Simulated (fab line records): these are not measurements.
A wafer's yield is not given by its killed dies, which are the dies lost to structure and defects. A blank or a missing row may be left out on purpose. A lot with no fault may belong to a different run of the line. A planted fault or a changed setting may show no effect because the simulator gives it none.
Matching of chambers :: flow nand-harc :: NHARC_A_CHANNEL_FILL_D1_ALD_16 on ald-hk-04 has 4 sister chambers
The step deposits SiO2, target thk 1.5 nm, pulse time 10 s, ald cycles 15. 8 wafers are shown with their chamber, then 7 later ones without.

## WAFERS, EACH WITH ITS CHAMBER
wafer: L078.5
chamber: 2
heater-power-w (W): 470
precursor-pulse-height-rel: 0.970

wafer: L086.2
chamber: 1
heater-power-w (W): 538
precursor-pulse-height-rel: 0.990

wafer: L086.5
chamber: 1
heater-power-w (W): 540
precursor-pulse-height-rel: 1.007

wafer: L089.1
chamber: 0
heater-power-w (W): 427
precursor-pulse-height-rel: 1.001

wafer: L089.3
chamber: 3
heater-power-w (W): 480
precursor-pulse-height-rel: 0.983

wafer: L089.4
chamber: 2
heater-power-w (W): 471
precursor-pulse-height-rel: 0.975

wafer: L093.1
chamber: 3
heater-power-w (W): 469
precursor-pulse-height-rel: 1.008

wafer: L093.5
chamber: 0
heater-power-w (W): 429
precursor-pulse-height-rel: 1.006

## WAFERS WITHOUT THEIR CHAMBER
wafer: L093.6
heater-power-w (W): 465
precursor-pulse-height-rel: 1.004

wafer: L096.1
heater-power-w (W): 437
precursor-pulse-height-rel: 1.023

wafer: L096.5
heater-power-w (W): 473
precursor-pulse-height-rel: 0.998

wafer: L096.6
heater-power-w (W): 475
precursor-pulse-height-rel: 1.011

wafer: L097.1
heater-power-w (W): 535
precursor-pulse-height-rel: 1.000

wafer: L097.2
heater-power-w (W): 476
precursor-pulse-height-rel: 0.988

wafer: L097.6
heater-power-w (W): 464
precursor-pulse-height-rel: 0.986

## THE CHAMBER EACH PASSED THROUGH
wafer: L093.6
from the rows above: can't be placed: 3 or 2
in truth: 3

wafer: L096.1
from the rows above: 0
in truth: 0

wafer: L096.5
from the rows above: can't be placed: 3 or 2
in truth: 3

wafer: L096.6
from the rows above: 3
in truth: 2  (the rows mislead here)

wafer: L097.1
from the rows above: 1
in truth: 1

wafer: L097.2
from the rows above: can't be placed: 3 or 2
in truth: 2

wafer: L097.6
from the rows above: can't be placed: 2 or 3
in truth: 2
Placed correctly: 2 of 7. Unplaceable from these rows: 4, with the true chamber sitting among the candidates in 4. Wrongly placed: 1.
How it was worked out, from the rows above alone: a wafer's distance from a chamber is the root of the sum, over the readings, of the square of ((its reading less the chamber's mean) divided by the reading's scatter). If the next closest chamber is less than 2 further off than the closest, the wafer can't be placed; otherwise it belongs to the closest. The mean given for a chamber averages the wafers shown for that chamber. The scatter: take each reading less its chamber's mean, square it, sum over the shown wafers, divide by the number of wafers less the number of chambers, and take the root.
